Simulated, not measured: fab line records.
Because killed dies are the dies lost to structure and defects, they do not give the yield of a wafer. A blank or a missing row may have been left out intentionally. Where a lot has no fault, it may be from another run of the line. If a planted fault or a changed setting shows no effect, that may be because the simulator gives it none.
Matching of chambers / flow n5_finfet / N5_BEOL_M6_DESCUM_16 on rie_diel-05: 4 sister chambers
The step chemistry O2, time 7.9 s. 8 wafers are shown with their chamber, then 7 later ones without.

== EACH WAFER AND ITS CHAMBER ==
wafer=L082.3; chamber=1; showerhead_plenum_p_Torr (Torr)=2.03; drypump_motor_current_A (A)=5.5
wafer=L082.5; chamber=0; showerhead_plenum_p_Torr (Torr)=1.96; drypump_motor_current_A (A)=4.8
wafer=L082.6; chamber=3; showerhead_plenum_p_Torr (Torr)=2.15; drypump_motor_current_A (A)=5.0
wafer=L088.2; chamber=0; showerhead_plenum_p_Torr (Torr)=1.95; drypump_motor_current_A (A)=4.8
wafer=L088.5; chamber=2; showerhead_plenum_p_Torr (Torr)=1.92; drypump_motor_current_A (A)=5.7
wafer=L088.6; chamber=1; showerhead_plenum_p_Torr (Torr)=2.02; drypump_motor_current_A (A)=5.6
wafer=L090.1; chamber=2; showerhead_plenum_p_Torr (Torr)=1.92; drypump_motor_current_A (A)=5.7
wafer=L090.3; chamber=3; showerhead_plenum_p_Torr (Torr)=2.14; drypump_motor_current_A (A)=5.0

== WAFERS MISSING THEIR CHAMBER ==
wafer=L090.5; showerhead_plenum_p_Torr (Torr)=2.02; drypump_motor_current_A (A)=5.6
wafer=L092.2; showerhead_plenum_p_Torr (Torr)=1.95; drypump_motor_current_A (A)=4.9
wafer=L092.4; showerhead_plenum_p_Torr (Torr)=1.95; drypump_motor_current_A (A)=4.8
wafer=L092.6; showerhead_plenum_p_Torr (Torr)=2.02; drypump_motor_current_A (A)=5.6
wafer=L096.2; showerhead_plenum_p_Torr (Torr)=1.95; drypump_motor_current_A (A)=4.9
wafer=L096.4; showerhead_plenum_p_Torr (Torr)=2.01; drypump_motor_current_A (A)=5.6
wafer=L096.6; showerhead_plenum_p_Torr (Torr)=2.01; drypump_motor_current_A (A)=5.6

== THE CHAMBER EACH PASSED THROUGH ==
wafer=L090.5; from the rows above=1; in truth=1
wafer=L092.2; from the rows above=0; in truth=0
wafer=L092.4; from the rows above=0; in truth=0
wafer=L092.6; from the rows above=1; in truth=1
wafer=L096.2; from the rows above=0; in truth=0
wafer=L096.4; from the rows above=1; in truth=1
wafer=L096.6; from the rows above=1; in truth=1
Correct placement for 7 of the 7. Not placeable from these rows: 0. Wrongly placed: 0.
How it was worked out, from the rows above alone: a wafer's distance from a chamber is the root of the sum, over the readings, of the square of ((its reading less the chamber's mean) divided by the reading's scatter). The wafer belongs to the nearest chamber; if the next one is less than 2 further off, it can't be placed. A chamber's mean is the mean of its shown wafers. The scatter: take each reading less its chamber's mean, square it, sum over the shown wafers, divide by the number of wafers less the number of chambers, and take the root.
